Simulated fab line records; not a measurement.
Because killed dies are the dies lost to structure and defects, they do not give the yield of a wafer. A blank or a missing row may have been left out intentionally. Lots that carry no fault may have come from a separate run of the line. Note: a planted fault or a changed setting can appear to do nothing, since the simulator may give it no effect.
fab line records	flow n5-finfet
record: lots: 24	wafers: 72	last-day: 18
route steps=1938 shown FIN_SAQP@148 FIN_CUT@164 SD_EPI_N@275 SD_EPI_P@306 ILD0@343
lots that met no fault: taken from a fault-free run of the same line
start-h: hours from the record's first day to the start of the lot's first wafer shown	wait-h: hours elapsed since this lot's preceding step	" the same as in the row above	L1.1+2: one row covering several wafers at once	- either no value or no given start	* or withheld: withheld	< > ~ a bound
route shown NAME@n: NAME is a module with steps in the file, n the number in the route of the first one	usual: mean/standard deviation of fault-free wafers	same: alike in all rows	chamber/n: place in a boat	sites: the reading at each site	_std_site: standard deviation across them	_edge_site: mean of outer sites minus mean of inner sites	radius-mm: how far each site lies from the wafer's centre	mask NAME#n: copy n	behind: the last tool/chamber to shape the wafer	hold: cause of the lot's hold/its duration in hours/its outcome	device: whichever transistor did not switch (one of n, p or np)	end of line: tests of these same wafers at the route's end	where a step has no rows: the recipe by itself	killed: not the wafer's yield, but the dies lost to structure and defects at the first sort	map: dies across one wafer; x = killed, . = not, _ = none there
set.NAME: the setting that was run; set.NAME@STEP: the one run at that earlier step	model.NAME: the simulator's own value behind a step, which no gauge read
a sample of lots followed through the steps of the route, with each step as a table and each wafer as a row
services: when a tool's chamber went out of use (start-h, in hours from the record's first day, below 0 if earlier), for how many hours, and the reason
== steps ==
step: N5_FIN_SAQP_CD_MEAS_37
recipe: target-cd-nm: 8	polarity: line
usual: cd-nm: 8.10/0.25
lot.wafer	tool	chamber	start-h	wait-h	cd-nm
L074.2	cd-sem-03	-	27.05	0.1	8.07
L074.3	"	-	"	"	7.98
L074.6	"	-	"	"	8.01
L075.2	cd-sem-02	-	33.09	0.1	7.65
L075.5	"	-	"	"	7.76
L075.6	"	-	"	"	7.92
L076.1	cd-sem-01	-	38.77	0.1	7.67
L076.4	"	-	"	"	8.18
L076.6	"	-	"	"	8.13
L077.2	cd-sem-03	-	45.20	0.1	8.22
L077.5	"	-	"	"	8.02
L077.6	"	-	"	"	8.15
L078.1	cd-sem-01	-	53.11	0.1	7.90
L078.3	"	-	"	"	8.21
L078.5	"	-	"	"	8.12
L079.1	cd-sem-03	-	57.11	0.1	8.07
L079.2	"	-	"	"	7.91
L079.4	"	-	"	"	8.10
L080.1	cd-sem-03	-	62.26	0.1	8.49
L080.3	"	-	"	"	7.87
L080.4	"	-	"	"	8.21
L081.1	cd-sem-02	-	72.54	0.1	7.67
L081.3	"	-	"	"	8.35
L081.5	"	-	"	"	8.20
L082.2	cd-sem-03	-	77.71	0.1	7.65
L082.4	"	-	"	"	8.05
L082.6	"	-	"	"	7.90
L083.1	cd-sem-02	-	81.03	0.1	8.17
L083.5	"	-	"	"	8.06
L083.6	"	-	"	"	7.92
L084.3	cd-sem-02	-	87.95	0.1	8.21
L084.4	"	-	"	"	8.38
L084.5	"	-	"	"	8.39
L085.1	cd-sem-01	-	92.95	0.1	8.47
L085.4	"	-	"	"	7.52
L085.5	"	-	"	"	8.37
L086.1	cd-sem-03	-	100.83	0.1	7.85
L086.2	"	-	"	"	8.28
L086.5	"	-	"	"	8.48
L087.3	cd-sem-03	-	105.94	0.1	8.21
L087.4	"	-	"	"	8.27
L087.6	"	-	"	"	8.19
L088.2	cd-sem-02	-	111.38	0.1	7.73
L088.3	"	-	"	"	8.60
L088.5	"	-	"	"	8.16
L089.1	cd-sem-01	-	117.61	0.1	8.00
L089.2	"	-	"	"	8.15
L089.4	"	-	"	"	8.13
L090.3	cd-sem-01	-	125.24	0.1	8.08
L090.4	"	-	"	"	8.39
L090.6	"	-	"	"	8.20
L091.1	cd-sem-03	-	129.95	0.1	8.03
L091.3	"	-	"	"	8.13
L091.4	"	-	"	"	8.25
L092.2	cd-sem-02	-	135.49	0.1	8.06
L092.4	"	-	"	"	7.75
L092.6	"	-	"	"	7.85
L093.2	cd-sem-03	-	140.32	0.1	7.65
L093.5	"	-	"	"	8.03
L093.6	"	-	"	"	8.24
L094.1	cd-sem-01	-	146.33	0.1	8.37
L094.4	"	-	"	"	8.21
L094.6	"	-	"	"	8.10
L095.1	cd-sem-01	-	153.14	0.1	7.90
L095.3	"	-	"	"	7.95
L095.4	"	-	"	"	7.92
L096.2	cd-sem-03	-	158.19	0.1	7.63
L096.3	"	-	"	"	8.25
L096.4	"	-	"	"	8.23
L097.1	cd-sem-01	-	165.32	0.1	7.88
L097.2	"	-	"	"	8.33
L097.6	"	-	"	"	8.34
step: N5_FIN_CUT_OVL_MEAS_09
recipe: points-per-wafer: 522
usual: FIN_CUT_OVL: 0.0/0.75
lot.wafer	tool	chamber	start-h	wait-h	FIN_CUT_OVL[nm]
L074.2	overlay-02	0	27.53	0.0	-0.1
L074.3	"	0	"	"	0.8
L074.6	"	0	"	"	-0.2
L075.2	overlay-01	0	33.56	0.0	-1.8
L075.5	"	0	"	"	-1.4
L075.6	"	0	"	"	-1.3
L076.1	overlay-01	0	39.25	0.0	-0.4
L076.4	"	0	"	"	-0.5
L076.6	"	0	"	"	-0.5
L077.2	overlay-01	0	45.70	0.0	1.2
L077.5	"	0	"	"	0.8
L077.6	"	0	"	"	-0.1
L078.1	overlay-01	0	53.70	0.0	0.4
L078.3	"	0	"	"	0.0
L078.5	"	0	"	"	-0.3
L079.1	overlay-02	0	57.70	0.0	0.6
L079.2	"	0	"	"	-0.4
L079.4	"	0	"	"	-0.9
L080.1	overlay-01	0	62.85	0.0	1.6
L080.3	"	0	"	"	0.6
L080.4	"	0	"	"	0.9
L081.1	overlay-02	0	73.00	0.0	-0.3
L081.3	"	0	"	"	-0.4
L081.5	"	0	"	"	-0.5
L082.2	overlay-01	0	78.19	0.0	-0.2
L082.4	"	0	"	"	1.1
L082.6	"	0	"	"	-0.1
L083.1	overlay-02	0	81.62	0.0	0.0
L083.5	"	0	"	"	0.7
L083.6	"	0	"	"	1.1
L084.3	overlay-02	0	88.42	0.0	-0.1
L084.4	"	0	"	"	-0.5
L084.5	"	0	"	"	0.5
L085.1	overlay-01	0	93.54	0.0	0.7
L085.4	"	0	"	"	0.5
L085.5	"	0	"	"	0.0
L086.1	overlay-02	0	101.29	0.0	0.6
L086.2	"	0	"	"	-0.2
L086.5	"	0	"	"	1.2
L087.3	overlay-01	0	106.53	0.0	0.3
L087.4	"	0	"	"	0.8
L087.6	"	0	"	"	0.8
L088.2	overlay-02	0	111.98	0.0	2.3
L088.3	"	0	"	"	0.1
L088.5	"	0	"	"	0.2
L089.1	overlay-01	0	118.20	0.0	-0.4
L089.2	"	0	"	"	-1.2
L089.4	"	0	"	"	-0.1
L090.3	overlay-02	0	125.72	0.0	-0.1
L090.4	"	0	"	"	-0.6
L090.6	"	0	"	"	-0.1
L091.1	overlay-01	0	130.42	0.0	-0.9
L091.3	"	0	"	"	-0.2
L091.4	"	0	"	"	0.2
L092.2	overlay-02	0	135.96	0.0	0.5
L092.4	"	0	"	"	0.6
L092.6	"	0	"	"	0.3
L093.2	overlay-02	0	140.78	0.0	-0.4
L093.5	"	0	"	"	-0.8
L093.6	"	0	"	"	0.7
L094.1	overlay-02	0	146.80	0.0	-0.8
L094.4	"	0	"	"	0.2
L094.6	"	0	"	"	0.4
L095.1	overlay-02	0	153.61	0.0	0.4
L095.3	"	0	"	"	-0.2
L095.4	"	0	"	"	0.6
L096.2	overlay-01	0	158.67	0.0	0.0
L096.3	"	0	"	"	0.4
L096.4	"	0	"	"	-1.2
L097.1	overlay-01	0	165.79	0.0	-0.9
L097.2	"	0	"	"	-0.3
L097.6	"	0	"	"	0.0
step: N5_SD_EPI_N_ETCH_35
recipe: chemistry: N2/H2	target: SOC	overetch-a: 1080	mask-material: SiARC	temp-c: 40	ion-energy-ev: 100	source-w: 3000	bias-w: 133	pressure-mtorr: 20	time-s: 486	n2-flow-sccm: 200	h2-flow-sccm: 200
usual: drypump-motor-current-A: 5.7/0.43	oes-product-au: 0.70/0.079	rf-vpp-V: 241.3/1.1	showerhead-plenum-p-Torr: 2.59/0.068	throttle-valve-pct: 24.0/0.35
lot.wafer	tool	chamber	start-h	wait-h	drypump-motor-current-A	oes-product-au	rf-hours-counter-h	rf-vpp-V	showerhead-plenum-p-Torr	throttle-valve-pct
L074.2	rie-diel-03	2	48.51	0.0	5.3	0.62	242	242.5	2.62	24.2
L074.3	"	0	"	"	5.8	0.62	231	241.4	2.60	24.3
L074.6	"	1	"	"	6.0	0.61	-	240.5	2.49	24.0
L075.2	rie-diel-03	2	55.71	0.0	5.3	0.61	243	242.6	2.61	24.2
L075.5	"	0	"	"	5.9	0.62	-	242.9	2.60	24.3
L075.6	"	3	"	"	5.8	0.66	-	240.3	2.51	23.9
L076.1	rie-diel-03	3	61.59	0.0	5.8	0.66	216	240.3	2.51	23.9
L076.4	"	2	"	"	5.3	0.61	-	243.2	2.61	24.1
L076.6	"	0	"	"	5.9	0.62	-	241.1	2.60	24.3
L077.2	rie-diel-06	2	70.15	0.0	5.6	0.64	208	243.4	2.63	24.4
L077.5	"	3	"	"	5.7	0.70	-	240.7	2.55	24.4
L077.6	"	0	"	"	5.1	0.74	-	242.8	2.68	24.0
L078.1	rie-diel-06	3	76.00	0.0	5.7	0.70	140	239.8	2.55	24.4
L078.3	"	0	"	"	5.2	0.74	99	241.7	2.68	24.0
L078.5	"	3	"	"	5.7	0.70	-	241.6	2.55	24.4
L079.1	rie-diel-06	1	81.42	0.0	6.0	0.89	0	242.5	2.72	23.4
L079.2	"	0	"	"	5.2	0.73	102	243.1	2.67	24.0
L079.4	"	3	"	"	5.7	0.70	-	240.4	2.55	24.4
L080.1	rie-diel-06	3	85.54	0.0	5.7	0.70	144	241.6	2.55	24.4
L080.3	"	0	"	"	5.2	0.73	103	241.9	2.67	24.0
L080.4	"	1	"	"	6.0	0.87	1	242.8	2.72	23.4
L081.1	rie-diel-06	1	94.79	0.0	6.0	0.86	5	243.5	2.71	23.4
L081.3	"	0	"	"	5.1	0.74	107	242.3	2.67	24.0
L081.5	"	2	"	"	5.6	0.63	-	241.7	2.62	24.4
L082.2	rie-diel-01	0	100.84	0.0	6.7	0.63	226	242.0	2.63	23.9
L082.4	"	3	"	"	5.5	0.65	195	241.1	2.52	24.1
L082.6	"	0	"	"	6.7	0.64	-	240.9	2.63	23.9
L083.1	rie-diel-06	3	103.98	0.0	5.7	0.69	150	240.0	2.55	24.4
L083.5	"	0	"	"	5.1	0.74	-	241.3	2.67	24.0
L083.6	"	3	"	"	5.7	0.69	-	240.4	2.55	24.4
L084.3	rie-diel-03	1	110.08	0.0	6.1	0.82	13	239.1	2.49	23.8
L084.4	"	0	"	"	5.9	0.61	-	239.9	2.59	24.3
L084.5	"	3	"	"	5.8	0.64	-	239.9	2.50	23.9
L085.1	rie-diel-06	3	114.48	0.0	5.7	0.69	154	240.7	2.54	24.4
L085.4	"	1	"	"	6.1	0.84	12	242.3	2.71	23.4
L085.5	"	3	"	"	5.7	0.69	-	241.3	2.54	24.4
L086.1	rie-diel-01	1	127.11	0.0	6.4	0.78	50	241.1	2.57	23.2
L086.2	"	3	"	"	5.5	0.64	205	240.4	2.52	24.2
L086.5	"	1	"	"	6.5	0.78	-	241.4	2.57	23.2
L087.3	rie-diel-01	0	128.36	0.0	6.7	0.63	237	241.1	2.62	24.0
L087.4	"	1	"	"	6.4	0.79	50	241.3	2.57	23.2
L087.6	"	1	"	"	6.4	0.80	-	243.1	2.57	23.2
L088.2	rie-diel-03	3	136.11	0.0	5.7	0.64	249	240.8	2.49	23.9
L088.3	"	1	"	"	6.0	0.80	25	239.6	2.48	23.8
L088.5	"	2	"	"	5.4	0.85	-	241.7	2.60	23.8
L089.1	rie-diel-06	0	145.88	0.0	5.1	0.72	122	241.5	2.67	24.0
L089.2	"	2	"	"	5.6	0.62	237	241.0	2.62	24.4
L089.4	"	3	"	"	5.7	0.68	167	240.5	2.54	24.4
L090.3	rie-diel-01	0	146.88	0.0	6.7	0.63	243	241.2	2.62	24.0
L090.4	"	2	"	"	5.3	0.63	225	240.7	2.51	24.0
L090.6	"	0	"	"	6.7	0.62	-	240.9	2.62	24.0
L091.1	rie-diel-01	2	154.67	0.0	5.3	0.63	228	241.9	2.51	24.0
L091.3	"	0	"	"	6.7	0.62	246	241.7	2.62	24.0
L091.4	"	1	"	"	6.4	0.77	59	242.7	2.57	23.2
L092.2	rie-diel-06	2	157.34	0.0	5.6	0.62	241	240.9	2.61	24.4
L092.4	"	2	"	"	5.6	0.62	-	241.7	2.61	24.4
L092.6	"	1	"	"	6.1	0.81	-	241.8	2.71	23.4
L093.2	rie-diel-03	1	162.68	0.0	6.0	0.78	38	238.1	2.48	23.8
L093.5	"	0	"	"	5.9	0.85	-	242.0	2.59	23.9
L093.6	"	2	"	"	5.3	0.81	-	241.1	2.60	23.8
L094.1	rie-diel-01	2	169.71	0.0	5.3	0.63	234	240.4	2.51	24.0
L094.4	"	2	"	"	5.3	0.63	-	241.3	2.51	24.0
L094.6	"	1	"	"	6.4	0.77	-	242.3	2.56	23.2
L095.1	rie-diel-03	3	175.92	0.0	5.8	0.86	6	241.0	2.49	23.6
L095.3	"	2	"	"	5.3	0.80	28	241.0	2.60	23.8
L095.4	"	1	"	"	6.0	0.78	43	238.6	2.48	23.9
L096.2	rie-diel-06	1	180.82	0.0	6.1	0.79	34	242.0	2.70	23.5
L096.3	"	3	"	"	5.7	0.67	177	241.1	2.53	24.4
L096.4	"	0	"	"	5.1	0.71	135	244.0	2.66	24.0
L097.1	rie-diel-06	0	186.58	0.0	5.1	0.71	138	241.2	2.66	24.0
L097.2	"	1	"	"	6.1	0.79	36	241.3	2.70	23.5
L097.6	"	0	"	"	5.2	0.71	-	241.8	2.66	24.0
step: N5_SD_EPI_N_LINER_46
recipe: material: SiNx	target-thk-a: 30	temp-c: 400	ald-precursor-family: SiH2I2	ald-co-reactant: N2/H2-plasma	pressure-torr: 2
usual: heater-power-w: 841/100
lot.wafer	tool	chamber	start-h	wait-h	heater-power-w
L074.2	ald-sin-01	0	53.87	0.2	731
L074.3	"	1	"	"	699
L074.6	"	1	"	"	687
L075.2	ald-sin-01	2	60.08	0.1	951
L075.5	"	0	"	"	712
L075.6	"	3	"	"	944
L076.1	ald-sin-01	0	66.86	1.1	721
L076.4	"	3	"	"	962
L076.6	"	3	"	"	951
L077.2	ald-sin-01	0	74.96	0.6	731
L077.5	"	3	"	"	964
L077.6	"	2	"	"	950
L078.1	ald-sin-02	3	79.68	0.2	747
L078.3	"	1	"	"	1036
L078.5	"	1	"	"	1003
L079.1	ald-sin-04	1	85.77	0.2	883
L079.2	"	3	"	"	868
L079.4	"	0	"	"	756
L080.1	ald-sin-02	1	89.32	0.3	1004
L080.3	"	2	"	"	843
L080.4	"	3	"	"	731
L081.1	ald-sin-02	2	100.22	0.3	844
L081.3	"	1	"	"	974
L081.5	"	3	"	"	721
L082.2	ald-sin-04	1	104.46	0.2	862
L082.4	"	3	"	"	865
L082.6	"	3	"	"	847
L083.1	ald-sin-01	0	107.59	0.2	739
L083.5	"	0	"	"	718
L083.6	"	1	"	"	681
L084.3	ald-sin-02	0	113.99	0.4	901
L084.4	"	2	"	"	844
L084.5	"	3	"	"	726
L085.1	ald-sin-04	0	118.17	0.3	737
L085.4	"	2	"	"	767
L085.5	"	1	"	"	875
L086.1	ald-sin-02	2	131.13	0.6	832
L086.2	"	3	"	"	721
L086.5	"	3	"	"	731
L087.3	ald-sin-01	0	132.10	0.2	752
L087.4	"	2	"	"	950
L087.6	"	2	"	"	944
L088.2	ald-sin-01	2	139.72	0.1	978
L088.3	"	1	"	"	693
L088.5	"	1	"	"	679
L089.1	ald-sin-02	2	149.58	0.2	848
L089.2	"	1	"	"	1006
L089.4	"	0	"	"	880
L090.3	ald-sin-02	3	150.56	0.1	741
L090.4	"	2	"	"	850
L090.6	"	2	"	"	875
L091.1	ald-sin-01	1	158.29	0.2	684
L091.3	"	3	"	"	936
L091.4	"	2	"	"	933
L092.2	ald-sin-04	2	161.31	0.3	773
L092.4	"	1	"	"	883
L092.6	"	2	"	"	761
L093.2	ald-sin-02	0	167.10	0.2	898
L093.5	"	3	"	"	754
L093.6	"	2	"	"	844
L094.1	ald-sin-02	0	173.32	0.2	888
L094.4	"	0	"	"	898
L094.6	"	1	"	"	1017
L095.1	ald-sin-04	0	179.76	0.4	768
L095.3	"	1	"	"	872
L095.4	"	3	"	"	867
L096.2	ald-sin-04	3	187.73	0.4	856
L096.3	"	2	"	"	781
L096.4	"	0	"	"	774
L097.1	ald-sin-01	0	190.67	0.7	733
L097.2	"	2	"	"	935
L097.6	"	1	"	"	698
step: N5_SD_EPI_P_DESCUM_14
recipe: chemistry: O2	time-s: 7.9	source-power-w: 50	bias-power-w: 20	pressure-mtorr: 20	rf-frequency-hz: 2.712e+07	temp-c: 40	resist: CAR-ArF-block	o2-flow-sccm: 225
usual: drypump-motor-current-A: 5.9/0.5	o2-flow-sccm: 225.0/0.64	oes-product-au: 0.80/0.09	rf-vpp-V: 243.0/1.3	showerhead-plenum-p-Torr: 2.08/0.067	throttle-valve-pct: 20.37/0.14
lot.wafer	tool	chamber	start-h	wait-h	drypump-motor-current-A	o2-flow-sccm	oes-product-au	rf-hours-counter-h	rf-vpp-V	showerhead-plenum-p-Torr	throttle-valve-pct
L074.2	rie-diel-05	0	54.61	0.0	5.5	224.7	0.74	173	244.4	2.16	20.27
L074.3	"	1	"	"	5.6	224.1	0.80	101	243.9	2.03	20.28
L074.6	"	0	"	"	5.5	223.4	0.73	-	243.4	2.17	20.28
L075.2	rie-diel-05	0	60.82	0.0	5.4	225.3	0.73	176	243.2	2.16	20.28
L075.5	"	1	"	"	5.6	224.8	0.80	-	242.5	2.03	20.28
L075.6	"	0	"	"	5.5	224.6	0.74	-	244.5	2.16	20.27
L076.1	rie-diel-05	3	67.59	0.0	6.4	224.0	0.83	60	241.2	2.03	20.28
L076.4	"	0	"	"	5.4	224.1	0.74	-	244.0	2.16	20.28
L076.6	"	1	"	"	5.6	224.8	0.80	-	242.0	2.03	20.28
L077.2	rie-diel-05	3	75.57	0.0	6.4	225.5	0.83	63	241.6	2.03	20.29
L077.5	"	2	"	"	6.5	223.8	0.99	-	243.2	2.07	20.40
L077.6	"	3	"	"	6.3	224.9	0.82	-	242.0	2.03	20.27
L078.1	rie-diel-02	2	80.42	0.0	6.7	224.8	0.88	39	244.7	2.12	20.61
L078.3	"	0	"	"	5.1	224.7	0.70	220	241.1	1.97	20.43
L078.5	"	3	"	"	6.5	225.5	0.79	-	242.3	2.09	20.42
L079.1	rie-diel-02	0	86.51	0.0	5.1	223.9	0.70	223	241.3	1.97	20.44
L079.2	"	3	"	"	6.5	225.4	0.79	123	243.9	2.09	20.43
L079.4	"	0	"	"	5.0	224.4	0.71	-	242.4	1.97	20.43
L080.1	rie-diel-05	3	90.06	0.0	6.3	224.9	0.83	67	241.3	2.03	20.28
L080.3	"	0	"	"	5.4	224.5	0.72	184	244.0	2.16	20.29
L080.4	"	2	"	"	6.4	225.2	0.98	6	242.2	2.07	20.37
L081.1	rie-diel-05	3	100.96	0.0	6.3	224.5	0.82	70	242.9	2.03	20.27
L081.3	"	0	"	"	5.5	225.3	0.72	187	244.8	2.16	20.29
L081.5	"	2	"	"	6.5	225.2	0.98	-	241.9	2.07	20.38
L082.2	rie-diel-04	3	105.20	0.0	5.5	224.4	0.69	239	241.2	2.00	20.47
L082.4	"	2	"	"	5.7	225.4	0.70	212	242.6	2.17	20.42
L082.6	"	0	"	"	5.4	225.6	0.68	-	243.8	2.14	20.81
L083.1	rie-diel-02	1	108.32	0.0	6.2	225.1	0.70	234	243.3	2.05	20.59
L083.5	"	1	"	"	6.2	225.3	0.70	-	243.6	2.05	20.61
L083.6	"	2	"	"	6.7	225.2	0.87	-	245.5	2.12	20.62
L084.3	rie-diel-05	3	114.67	0.1	6.3	223.8	0.81	75	241.3	2.03	20.29
L084.4	"	2	"	"	6.5	225.6	0.95	13	242.8	2.07	20.39
L084.5	"	3	"	"	6.4	224.8	0.81	-	241.6	2.03	20.28
L085.1	rie-diel-05	0	118.91	0.0	5.4	223.6	0.73	193	245.0	2.16	20.30
L085.4	"	1	"	"	5.6	225.2	0.80	119	242.5	2.03	20.32
L085.5	"	2	"	"	6.5	225.2	0.95	-	241.9	2.07	20.40
L086.1	rie-diel-05	1	131.87	0.0	5.6	225.2	0.79	123	242.9	2.03	20.30
L086.2	"	0	"	"	5.4	224.6	0.71	197	243.1	2.16	20.31
L086.5	"	2	"	"	6.5	225.3	0.93	-	241.9	2.07	20.40
L087.3	rie-diel-05	3	132.89	0.2	6.3	225.9	0.80	81	243.3	2.03	20.29
L087.4	"	2	"	"	6.5	225.4	0.93	19	242.3	2.07	20.40
L087.6	"	1	"	"	5.6	224.5	0.78	-	241.7	2.03	20.30
L088.2	rie-diel-05	2	140.33	0.0	6.5	224.6	0.94	21	241.7	2.07	20.41
L088.3	"	1	"	"	5.6	225.5	0.78	125	242.9	2.02	20.31
L088.5	"	2	"	"	6.4	224.4	0.93	-	243.6	2.07	20.41
L089.1	rie-diel-05	2	150.31	0.0	6.5	224.9	0.93	24	243.0	2.06	20.41
L089.2	"	3	"	"	6.3	224.9	0.80	86	241.8	2.03	20.31
L089.4	"	3	"	"	6.3	225.3	0.80	-	242.3	2.02	20.30
L090.3	rie-diel-02	0	151.62	0.4	5.0	225.1	0.69	243	242.7	1.96	20.45
L090.4	"	1	"	"	6.2	226.4	0.70	248	242.0	2.05	20.63
L090.6	"	2	"	"	6.7	225.9	0.86	-	243.0	2.11	20.64
L091.1	rie-diel-05	1	159.32	0.3	5.6	224.8	0.77	132	241.9	2.02	20.32
L091.3	"	2	"	"	6.4	226.5	0.92	28	243.9	2.06	20.42
L091.4	"	1	"	"	5.6	224.9	0.78	-	243.1	2.02	20.33
L092.2	rie-diel-04	3	162.18	0.2	5.5	224.9	0.98	4	244.3	2.26	20.16
L092.4	"	2	"	"	5.7	224.7	0.70	232	243.9	2.16	20.44
L092.6	"	0	"	"	5.4	224.0	0.67	-	244.2	2.14	20.84
L093.2	rie-diel-05	0	168.08	0.3	5.4	224.3	0.72	204	245.4	2.15	20.33
L093.5	"	0	"	"	5.4	224.0	0.71	-	243.8	2.15	20.32
L093.6	"	3	"	"	6.3	225.3	0.79	-	240.3	2.02	20.32
L094.1	rie-diel-04	2	173.93	0.0	5.7	225.8	0.69	236	244.2	2.16	20.46
L094.4	"	3	"	"	5.5	226.3	0.96	8	245.0	2.26	20.16
L094.6	"	3	"	"	5.5	224.3	0.95	-	245.5	2.26	20.15
L095.1	rie-diel-05	0	180.49	0.0	5.4	224.8	0.70	208	243.9	2.15	20.33
L095.3	"	1	"	"	5.6	224.8	0.77	137	241.8	2.02	20.33
L095.4	"	2	"	"	6.4	224.5	0.90	33	240.9	2.06	20.44
L096.2	rie-diel-04	3	188.46	0.0	5.5	224.8	0.95	12	245.3	2.26	20.16
L096.3	"	2	"	"	5.7	224.5	0.69	240	244.1	2.16	20.46
L096.4	"	1	"	"	5.3	224.7	0.68	-	244.0	2.14	20.23
L097.1	rie-diel-02	1	191.42	0.0	6.2	226.5	0.99	0	241.9	2.05	20.23
L097.2	"	2	"	"	6.7	225.2	0.83	74	243.3	2.11	20.67
L097.6	"	1	"	"	6.2	225.9	0.99	-	241.9	2.05	20.22
step: N5_ILD0_ALD_15
recipe: material: SiNx	target-thk-a: 240	temp-c: 400	ald-precursor-family: SiH2I2	ald-co-reactant: N2/H2-plasma	pulse-time-s: 1	ald-cycles: 480	purge-time-s: 2	co-reactant-purge-time-s: 2	pressure-torr: 2
usual: heater-power-w: 825/92	precursor-pulse-height-rel: 0.998/0.021
lot.wafer	tool	chamber	start-h	wait-h	heater-power-w	precursor-pulse-height-rel
L074.2	ald-sin-04	1	66.50	1.1	847	1.011
L074.3	"	2	"	"	766	0.999
L074.6	"	2	67.59	1.7	757	1.011
L075.2	ald-sin-04	2	73.01	2.1	758	1.042
L075.5	"	0	74.09	2.9	763	1.011
L075.6	"	3	"	"	874	0.978
L076.1	ald-sin-02	2	77.27	0.6	851	1.005
L076.4	"	1	"	"	990	0.999
L076.6	"	1	78.35	1.1	981	1.013
L077.2	ald-sin-03	2	84.93	0.5	618	0.973
L077.5	"	1	86.01	1.3	941	1.028
L077.6	"	2	"	"	640	0.999
L078.1	ald-sin-02	3	90.80	0.6	731	1.022
L078.3	"	1	"	"	978	1.007
L078.5	"	2	91.89	1.2	855	0.967
L079.1	ald-sin-03	3	96.73	1.2	938	0.993
L079.2	"	2	"	"	627	0.998
L079.4	"	2	97.82	2.0	658	0.982
L080.1	ald-sin-04	3	100.13	0.7	880	1.017
L080.3	"	1	"	"	878	0.982
L080.4	"	2	"	"	771	0.995
L081.1	ald-sin-04	0	110.60	0.8	773	1.026
L081.3	"	1	"	"	871	0.965
L081.5	"	1	111.68	1.3	868	0.985
L082.2	ald-sin-04	3	113.57	0.5	871	0.968
L082.4	"	2	"	"	761	1.014
L082.6	"	3	114.66	1.2	864	0.981
L083.1	ald-sin-03	2	116.67	0.7	627	0.974
L083.5	"	0	117.76	1.3	750	1.013
L083.6	"	3	"	"	919	0.992
L084.3	ald-sin-02	2	123.97	0.4	845	1.027
L084.4	"	3	"	"	738	0.990
L084.5	"	0	125.05	1.3	905	0.993
L085.1	ald-sin-03	2	127.46	0.6	635	1.033
L085.4	"	1	"	"	905	1.017
L085.5	"	2	128.55	1.2	627	1.031
L086.1	ald-sin-04	1	141.38	0.6	868	0.971
L086.2	"	2	"	"	778	0.981
L086.5	"	2	142.46	1.2	763	1.019
L087.3	ald-sin-03	2	141.95	0.4	633	1.029
L087.4	"	3	"	"	937	0.987
L087.6	"	1	143.04	1.1	910	0.978
L088.2	ald-sin-03	2	149.19	0.6	634	1.000
L088.3	"	1	"	"	932	1.002
L088.5	"	1	150.28	1.3	943	0.972
L089.1	ald-sin-04	3	158.68	0.6	857	0.995
L089.2	"	1	"	"	886	1.004
L089.4	"	0	"	"	757	1.037
L090.3	ald-sin-02	2	160.12	0.6	845	0.986
L090.4	"	3	"	"	739	1.036
L090.6	"	3	161.21	1.3	748	0.981
L091.1	ald-sin-03	0	168.49	1.0	754	0.987
L091.3	"	1	"	"	922	1.017
L091.4	"	2	"	"	626	0.982
L092.2	ald-sin-04	3	170.40	0.5	836	1.006
L092.4	"	2	"	"	773	1.005
L092.6	"	2	171.49	1.1	790	1.012
L093.2	ald-sin-04	1	177.43	1.5	870	0.984
L093.5	"	3	178.52	2.3	851	0.977
L093.6	"	0	"	"	786	1.022
L094.1	ald-sin-04	1	183.71	1.9	842	1.009
L094.4	"	2	"	"	768	1.011
L094.6	"	1	184.80	2.4	874	0.985
L095.1	ald-sin-04	1	188.72	0.6	862	0.990
L095.3	"	2	"	"	764	0.994
L095.4	"	0	"	"	770	0.971
L096.2	ald-sin-02	3	197.06	0.5	700	0.975
L096.3	"	0	"	"	855	0.999
L096.4	"	1	"	"	971	0.984
L097.1	ald-sin-02	1	200.04	0.6	971	1.006
L097.2	"	0	"	"	883	0.993
L097.6	"	3	201.13	1.1	705	1.019
== services ==
tool	chamber	start-h	hours	kind
ald-sin-03	1	28.44	1.8	repair
ald-sin-02	0	40.03	8.5	repair
ald-sin-04	2	41.38	2.8	repair
rie-diel-03	0	41.90	2.2	repair
ald-sin-02	-	47.99	28.1	pm
ald-sin-03	3	54.19	3.0	repair
rie-diel-05	1	55.66	1.7	repair
ald-sin-03	0	59.67	15.9	repair
ald-sin-03	-	61.54	6.1	pm
ald-sin-03	3	76.69	9.6	repair
rie-diel-05	-	77.98	2.8	pm
rie-diel-06	2	78.60	4.3	repair
ald-sin-01	-	85.90	14.0	pm
rie-diel-03	2	91.31	7.1	repair
ald-sin-04	1	91.70	3.7	repair
ald-sin-01	2	126.17	3.7	repair
rie-diel-06	1	132.23	6.0	repair
rie-diel-06	0	133.63	5.5	repair
rie-diel-06	-	139.31	0.5	repair
ald-sin-02	-	139.72	0.6	repair
rie-diel-05	0	149.93	9.9	repair
rie-diel-06	3	155.87	5.8	repair
ald-sin-02	-	177.33	14.0	pm
ald-sin-04	3	194.48	12.8	repair
== key ==
fault none
